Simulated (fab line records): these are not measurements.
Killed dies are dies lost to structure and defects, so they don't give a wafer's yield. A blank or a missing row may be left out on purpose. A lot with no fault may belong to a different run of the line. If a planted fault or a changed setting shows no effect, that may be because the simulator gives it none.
Which tool was responsible? / flow nand_harc / 6 lots, 18 wafers sampled, at 2 steps of a route of 1159

## WHAT EACH GAUGE READ, for each wafer
NHARC_A_M1_INSPECT_27.
lot=L576; measured=day 18 11:26; on=defect_inspect-01; raw_defect_count=614 495 621
lot=L581; measured=day 18 15:16; on=defect_inspect-02; raw_defect_count=479 478 726
lot=L584; measured=day 20 04:25; on=defect_inspect-02; raw_defect_count=523 336 498
lot=L591; measured=day 21 18:32; on=defect_inspect-02; raw_defect_count=534 452 410
lot=L597; measured=day 22 22:18; on=defect_inspect-01; raw_defect_count=397 302 299
lot=L598; measured=day 23 10:24; on=defect_inspect-01; raw_defect_count=429 316 504

## EACH LOT AND THE TOOL THAT RAN IT (in order: tool; ch and the chambers of the sampled wafers; start)
lot=L576; NHARC_A_M1_PVD_21=pvd_sputter-02, day 18 11:26 or earlier
lot=L581; NHARC_A_M1_PVD_21=pvd_sputter-02, day 18 15:16 or earlier
lot=L584; NHARC_A_M1_PVD_21=pvd_sputter-01, day 20 04:25 or earlier
lot=L591; NHARC_A_M1_PVD_21=pvd_sputter-01, day 21 18:32 or earlier
lot=L597; NHARC_A_M1_PVD_21=pvd_sputter-02, day 22 22:18 or earlier
lot=L598; NHARC_A_M1_PVD_21=pvd_sputter-02, day 23 10:24 or earlier
- NHARC_A_M1_PVD_21: deposits Cu, target thk 30 nm, time 20.49 s.

## THE ANSWER, worked out from the rows above alone
Rule: usual is defined by the lots themselves. Put in order of their means at a reading, lots are off if they are a third of the lots or fewer, leave a main group of 4 or more, and stand apart from it by a gap of 3 or more times the standard deviation of the main group's means; of several such gaps the widest counts. If all means in a main group match to the digits the tables above print for the reading, that group is not used. A lot without any number at a reading at which 4 lots or more have one is off too. The other lots that the step has rows for count as sound.
Nothing can be told from this: no lot is off at any reading shown.

## WHAT THE SIMULATOR PUT IN
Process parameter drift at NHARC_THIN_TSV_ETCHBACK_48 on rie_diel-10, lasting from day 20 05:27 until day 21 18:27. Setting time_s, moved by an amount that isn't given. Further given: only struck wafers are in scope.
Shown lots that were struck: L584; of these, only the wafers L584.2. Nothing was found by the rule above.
